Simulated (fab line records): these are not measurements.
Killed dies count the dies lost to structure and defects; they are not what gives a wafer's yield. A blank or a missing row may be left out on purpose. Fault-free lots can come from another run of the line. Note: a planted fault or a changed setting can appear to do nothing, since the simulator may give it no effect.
Chamber matching    flow n5-finfet    N5_BEOL_M2_ETCH_63 on rie-diel-04 has 4 sister chambers
The step etches SiARC in CF4, target depth 15.6 nm, time 26 s. 4 wafers are shown with their chamber, then 10 later ones without.

== WAFERS WITH THEIR CHAMBER ==
wafer   chamber  showerhead-plenum-p-Torr (Torr)
L081.5  1        2.10
L086.2  2        2.08
L086.6  3        2.11
L090.4  0        2.28

== WAFERS WITHOUT THEIR CHAMBER ==
wafer   showerhead-plenum-p-Torr (Torr)
L090.6  2.08
L092.1  2.28
L092.2  2.08
L092.3  2.10
L093.2  2.10
L093.3  2.28
L093.4  2.28
L097.3  2.09
L097.4  2.27
L097.5  2.09

== WHICH CHAMBER EACH ONE RAN IN ==
wafer   from the rows above           in truth
L090.6  2                             2
L092.1  0                             0
L092.2  2                             2
L092.3  can't be placed: 1 or 3       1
L093.2  can't be placed: 1 or 3       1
L093.3  0                             0
L093.4  0                             0
L097.3  can't be placed: 2 or 1 or 3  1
L097.4  0                             0
L097.5  can't be placed: 2 or 1 or 3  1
Placed correctly: 6 of 10. Cannot be placed on the basis of these rows: 4; the candidates contain the true chamber in 4. 0 placed wrongly.
How it was worked out, from the rows above alone: a wafer's distance from a chamber is the root of the sum, over the readings, of the square of ((its reading less the chamber's mean) divided by the reading's scatter). If the next closest chamber is less than 2 further off than the closest, the wafer can't be placed; otherwise it belongs to the closest. A chamber's mean is the mean of its shown wafers. The scatter (one wafer shown for each chamber): square how far every hidden wafer sits from the nearest shown wafer, average those squares and take the square root.
